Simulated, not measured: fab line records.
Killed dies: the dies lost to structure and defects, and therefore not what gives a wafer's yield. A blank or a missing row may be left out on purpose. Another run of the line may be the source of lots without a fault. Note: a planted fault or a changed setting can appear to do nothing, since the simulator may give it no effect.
Which tool was responsible? :: flow n5_finfet :: 11 lots, 31 wafers sampled, at 5 steps of a route of 1938

== WHAT THE GAUGES SHOWED, per wafer ==
N5_BEOL_M4_CD_MEAS_11: the cd target is 16.79 nm. Usual: cd_nm 16.81 nm, standard deviation 0.27.
lot: L156
measured: day 7 06:24
on: cd_sem-01
cd_nm (nm): 16.64 16.49 16.89
flag: 

lot: L157
measured: day 7 11:29
on: cd_sem-02
cd_nm (nm): 16.34 16.67 16.59
flag: 

lot: L159
measured: day 8 05:05
on: cd_sem-01
cd_nm (nm): 16.75 16.83
flag: 

lot: L163
measured: day 9 13:01
on: cd_sem-02
cd_nm (nm): 17.46 16.81 17.13
flag: 

lot: L165
measured: day 9 13:04
on: cd_sem-03
cd_nm (nm): 17.37 17.27 16.61
flag: 

lot: L168
measured: day 10 21:53
on: cd_sem-02
cd_nm (nm): 16.66 16.68 16.70
flag: 

lot: L173
measured: day 11 23:31
on: cd_sem-03
cd_nm (nm): 16.56 16.65 16.96
flag: 

lot: L176
measured: day 12 15:05
on: cd_sem-03
cd_nm (nm): 16.94 16.99
flag: 

lot: L177
measured: day 13 04:08
on: cd_sem-03
cd_nm (nm): 16.85 16.58 16.39
flag: 

lot: L178
measured: day 13 12:04
on: cd_sem-01
cd_nm (nm): 16.73 17.11 16.50
flag: 

lot: L179
measured: day 14 10:37
on: cd_sem-03
cd_nm (nm): 16.54 16.38 16.44
flag: 

N5_BEOL_M4_OVL_MEAS_12. Usual: M4_OVL typically reads -0.4 nm, with standard deviation 0.6.
lot: L156
measured: day 7 06:26
on: overlay-02
M4_OVL (nm): 0.1 0.5 0.0
flag: 

lot: L157
measured: day 7 11:31
on: overlay-02
M4_OVL (nm): -0.7 0.0 -1.4
flag: 

lot: L159
measured: day 8 05:08
on: overlay-02
M4_OVL (nm): -0.5 -0.9
flag: 

lot: L163
measured: day 9 13:03
on: overlay-02
M4_OVL (nm): -0.7 -0.2 -0.6
flag: 

lot: L165
measured: day 9 13:05
on: overlay-01
M4_OVL (nm): 0.0 0.5 0.3
flag: 

lot: L168
measured: day 10 21:56
on: overlay-02
M4_OVL (nm): 0.1 0.1 -1.2
flag: 

lot: L173
measured: day 11 23:32
on: overlay-01
M4_OVL (nm): 0.1 -0.6 -1.0
flag: 

lot: L176
measured: day 12 15:08
on: overlay-01
M4_OVL (nm): -0.3 -0.6
flag: 

lot: L177
measured: day 13 04:10
on: overlay-01
M4_OVL (nm): 0.3 0.4 -0.6
flag: 

lot: L178
measured: day 13 12:07
on: overlay-01
M4_OVL (nm): -1.2 -1.8 -1.0
flag: 

lot: L179
measured: day 14 10:38
on: overlay-02
M4_OVL (nm): -0.7 -0.6 0.4
flag: 

N5_BEOL_M4_RC_MEAS_101. Usual: DIBL_N 37.4 mV/V, standard deviation 2.1; DIBL_P 37.8 mV/V, standard deviation 2.5; IOFF_N 0.19 nA/um, standard deviation 0.045; IOFF_P 0.24 nA/um, standard deviation 0.05; ION_N 682 uA/um, standard deviation 16; ION_P 467 uA/um, standard deviation 11; SS_N 71.9 mV/dec, standard deviation 0.67; SS_P 73.6 mV/dec, standard deviation 0.76; VT_N 247 mV, standard deviation 3.6; VT_P -248 mV, standard deviation 3.6.
lot: L156
measured: day 7 13:59
on: prober-01
DIBL_N (mV/V): 36.8 37.8 33.9
DIBL_P (mV/V): 38.7 39.0 34.3
IOFF_N (nA/um): 0.19 0.23 0.14
IOFF_P (nA/um): 0.25 0.27 0.17
ION_N (uA/um): 670 679 664
ION_P (uA/um): 461 460 451
SS_N (mV/dec): 72.3 72.1 71.3
SS_P (mV/dec): 75.0 74.4 72.5
VT_N (mV): 249 246 251
VT_P (mV): -249 -247 -252
flag: 

lot: L157
measured: day 7 20:51
on: prober-02
DIBL_N (mV/V): 38.1 38.6 36.7
DIBL_P (mV/V): 39.5 39.0 37.9
IOFF_N (nA/um): 0.21 0.22 0.19
IOFF_P (nA/um): 0.28 0.29 0.28
ION_N (uA/um): 690 698 696
ION_P (uA/um): 475 479 477
SS_N (mV/dec): 71.5 71.9 71.7
SS_P (mV/dec): 73.1 73.1 72.5
VT_N (mV): 244 243 241
VT_P (mV): -245 -244 -243
flag: 

lot: L159
measured: day 8 13:41
on: prober-01
DIBL_N (mV/V): 35.5 37.0
DIBL_P (mV/V): 36.7 36.9
IOFF_N (nA/um): 0.14 0.16
IOFF_P (nA/um): 0.21 0.22
ION_N (uA/um): 666 669
ION_P (uA/um): 463 458
SS_N (mV/dec): 71.5 71.8
SS_P (mV/dec): 73.2 73.8
VT_N (mV): 252 249
VT_P (mV): -252 -249
flag: 

lot: L163
measured: day 9 23:55
on: prober-02
DIBL_N (mV/V): 38.6 36.3 38.6
DIBL_P (mV/V): 38.7 36.8 39.7
IOFF_N (nA/um): 0.20 0.16 0.21
IOFF_P (nA/um): 0.21 0.19 0.24
ION_N (uA/um): 692 667 699
ION_P (uA/um): 458 448 467
SS_N (mV/dec): 72.2 72.1 72.4
SS_P (mV/dec): 74.4 73.4 74.1
VT_N (mV): 246 246 245
VT_P (mV): -255 -254 -252
flag: 

lot: L165
measured: day 10 00:01
on: prober-01
DIBL_N (mV/V): 39.8 40.0 35.1
DIBL_P (mV/V): 40.5 40.1 36.0
IOFF_N (nA/um): 0.25 0.23 0.15
IOFF_P (nA/um): 0.28 0.26 0.21
ION_N (uA/um): 692 670 684
ION_P (uA/um): 464 451 467
SS_N (mV/dec): 72.8 72.4 70.8
SS_P (mV/dec): 74.2 74.1 72.1
VT_N (mV): 242 248 247
VT_P (mV): -244 -248 -249
flag: 

lot: L168
measured: day 11 05:55
on: prober-01
DIBL_N (mV/V): 41.3 40.2 39.6
DIBL_P (mV/V): 43.0 42.4 40.5
IOFF_N (nA/um): 0.24 0.24 0.23
IOFF_P (nA/um): 0.33 0.32 0.28
ION_N (uA/um): 676 695 713
ION_P (uA/um): 463 479 481
SS_N (mV/dec): 72.7 72.9 72.3
SS_P (mV/dec): 74.0 74.7 74.7
VT_N (mV): 245 245 245
VT_P (mV): -246 -247 -246
flag: 

lot: L173
measured: day 12 19:22
on: prober-01
DIBL_N (mV/V): 40.4 37.5 40.2
DIBL_P (mV/V): 43.3 37.7 42.0
IOFF_N (nA/um): 0.25 0.17 0.26
IOFF_P (nA/um): 0.38 0.23 0.35
ION_N (uA/um): 675 663 710
ION_P (uA/um): 465 453 484
SS_N (mV/dec): 72.9 72.1 71.9
SS_P (mV/dec): 75.2 72.9 74.2
VT_N (mV): 243 252 241
VT_P (mV): -243 -249 -239
flag: 

lot: L176
measured: day 13 00:13
on: prober-02
DIBL_N (mV/V): 37.6 36.1
DIBL_P (mV/V): 37.5 36.6
IOFF_N (nA/um): 0.20 0.19
IOFF_P (nA/um): 0.27 0.28
ION_N (uA/um): 715 697
ION_P (uA/um): 493 485
SS_N (mV/dec): 71.5 71.0
SS_P (mV/dec): 73.7 74.0
VT_N (mV): 246 247
VT_P (mV): -244 -242
flag: 

lot: L177
measured: day 13 11:37
on: prober-02
DIBL_N (mV/V): 31.5 34.3 34.5
DIBL_P (mV/V): 31.3 34.7 35.4
IOFF_N (nA/um): 0.10 0.14 0.14
IOFF_P (nA/um): 0.15 0.19 0.20
ION_N (uA/um): 654 665 667
ION_P (uA/um): 459 465 463
SS_N (mV/dec): 70.0 71.4 71.7
SS_P (mV/dec): 71.4 72.7 72.8
VT_N (mV): 254 250 250
VT_P (mV): -254 -248 -251
flag: 

lot: L178
measured: day 14 03:58
on: prober-01
DIBL_N (mV/V): 36.1 35.7 35.1
DIBL_P (mV/V): 36.7 36.4 36.8
IOFF_N (nA/um): 0.15 0.15 0.14
IOFF_P (nA/um): 0.20 0.21 0.21
ION_N (uA/um): 659 656 673
ION_P (uA/um): 448 452 461
SS_N (mV/dec): 71.9 71.4 72.2
SS_P (mV/dec): 72.8 73.3 73.0
VT_N (mV): 251 248 250
VT_P (mV): -252 -249 -252
flag: 

lot: L179
measured: day 14 18:05
on: prober-02
DIBL_N (mV/V): 32.9 37.6 31.9
DIBL_P (mV/V): 33.6 38.6 32.6
IOFF_N (nA/um): 0.11 0.20 0.10
IOFF_P (nA/um): 0.19 0.29 0.18
ION_N (uA/um): 677 699 665
ION_P (uA/um): 477 483 468
SS_N (mV/dec): 70.8 72.1 71.5
SS_P (mV/dec): 72.6 74.1 72.6
VT_N (mV): 253 245 257
VT_P (mV): -247 -245 -248
flag: 

== WHAT TOOL EACH LOT RAN ON (gives the tool, then ch and the chambers of the sampled wafers, and finally the start) ==
lot: L156
N5_BEOL_M3_SPUTTER_94: pvd_sputter-02, day 7 03:39
N5_BEOL_M4_COAT_05: litho_track-02 ch 0, day 7 06:01

lot: L157
N5_BEOL_M3_SPUTTER_94: pvd_sputter-01, day 7 08:58
N5_BEOL_M4_COAT_05: litho_track-03 ch 0, day 7 11:13

lot: L159
N5_BEOL_M3_SPUTTER_94: pvd_sputter-03, day 8 01:49
N5_BEOL_M4_COAT_05: litho_track-05 ch 0, day 8 04:49

lot: L163
N5_BEOL_M3_SPUTTER_94: pvd_sputter-03, day 9 10:12
N5_BEOL_M4_COAT_05: litho_track-02 ch 0, day 9 12:38

lot: L165
N5_BEOL_M3_SPUTTER_94: pvd_sputter-02, day 9 10:19
N5_BEOL_M4_COAT_05: litho_track-02 ch 0, day 9 12:46

lot: L168
N5_BEOL_M3_SPUTTER_94: pvd_sputter-03, day 10 19:33
N5_BEOL_M4_COAT_05: litho_track-05 ch 0, day 10 21:37

lot: L173
N5_BEOL_M3_SPUTTER_94: pvd_sputter-02, day 11 19:43
N5_BEOL_M4_COAT_05: litho_track-03 ch 0, day 11 23:15

lot: L176
N5_BEOL_M3_SPUTTER_94: pvd_sputter-01, day 12 12:31
N5_BEOL_M4_COAT_05: litho_track-05 ch 0, day 12 14:43

lot: L177
N5_BEOL_M3_SPUTTER_94: pvd_sputter-03, day 13 00:20
N5_BEOL_M4_COAT_05: litho_track-05 ch 0, day 13 03:53

lot: L178
N5_BEOL_M3_SPUTTER_94: pvd_sputter-03, day 13 06:36
N5_BEOL_M4_COAT_05: litho_track-02 ch 0, day 13 11:49

lot: L179
N5_BEOL_M3_SPUTTER_94: pvd_sputter-03, day 14 08:14
N5_BEOL_M4_COAT_05: litho_track-03 ch 0, day 14 10:20
- N5_BEOL_M3_SPUTTER_94: material Cu, target thk 4.5 nm, time 8.29 s.
- N5_BEOL_M4_COAT_05: resist thk 30 nm.

== WHAT THE TOOLS THEMSELVES READ (means of the sampled wafers that have a number; where no wafer has one, the mark that the record gives instead) ==
N5_BEOL_M3_SPUTTER_94. Usual: throttle_valve_pct 29.8 %, standard deviation 0.88.
lot: L156
tool: pvd_sputter-02
throttle_valve_pct (%): 29.3
flag: 

lot: L157
tool: pvd_sputter-01
throttle_valve_pct (%): 29.3
flag: 

lot: L159
tool: pvd_sputter-03
throttle_valve_pct (%): 29.9
flag: 

lot: L163
tool: pvd_sputter-03
throttle_valve_pct (%): 29.9
flag: 

lot: L165
tool: pvd_sputter-02
throttle_valve_pct (%): 30.1
flag: 

lot: L168
tool: pvd_sputter-03
throttle_valve_pct (%): 30.6
flag: 

lot: L173
tool: pvd_sputter-02
throttle_valve_pct (%): 28.8
flag: 

lot: L176
tool: pvd_sputter-01
throttle_valve_pct (%): 30.2
flag: 

lot: L177
tool: pvd_sputter-03
throttle_valve_pct (%): 29.9
flag: 

lot: L178
tool: pvd_sputter-03
throttle_valve_pct (%): 29.9
flag: 

lot: L179
tool: pvd_sputter-03
throttle_valve_pct (%): 30.0
flag: 

N5_BEOL_M4_COAT_05. Usual: spin_speed_rpm 1499.8 rpm, standard deviation 0.97.
lot: L156
tool: litho_track-02
spin_speed_rpm (rpm): 1499.7
flag: 

lot: L157
tool: litho_track-03
spin_speed_rpm (rpm): 1499.6
flag: 

lot: L159
tool: litho_track-05
spin_speed_rpm (rpm): 1498.7
flag: 

lot: L163
tool: litho_track-02
spin_speed_rpm (rpm): 2110.6
flag: OFF

lot: L165
tool: litho_track-02
spin_speed_rpm (rpm): 2110.9
flag: OFF

lot: L168
tool: litho_track-05
spin_speed_rpm (rpm): 1499.3
flag: 

lot: L173
tool: litho_track-03
spin_speed_rpm (rpm): 1499.3
flag: 

lot: L176
tool: litho_track-05
spin_speed_rpm (rpm): 1499.5
flag: 

lot: L177
tool: litho_track-05
spin_speed_rpm (rpm): 1499.9
flag: 

lot: L178
tool: litho_track-02
spin_speed_rpm (rpm): 1500.7
flag: 

lot: L179
tool: litho_track-03
spin_speed_rpm (rpm): 1501.7
flag: 

== THE ANSWER, worked out from the rows above alone ==
Rule: take the mean of a lot's wafers that have a number; if it is more than 3 standard deviations from the usual mean, the lot is off. Also off: a lot with no number at a reading for which 4 or more lots have one. The other lots that the step has rows for count as sound. After the gauges, taken in route order, come the tools' own readings; for these a lot's mean is taken, as printed above. The first step at which some lot is off is used, and at that step the reading that is off furthest; a lot without a number counts as furthest.
Off: L163, L165, at N5_BEOL_M4_COAT_05 (spin_speed_rpm).
A tool fits if, at that step or a process step before it, it ran every lot that is off, and no sound lot after the first of them. Not one of the candidates tried fits.

== WHAT HAD BEEN PUT IN BY THE SIMULATOR ==
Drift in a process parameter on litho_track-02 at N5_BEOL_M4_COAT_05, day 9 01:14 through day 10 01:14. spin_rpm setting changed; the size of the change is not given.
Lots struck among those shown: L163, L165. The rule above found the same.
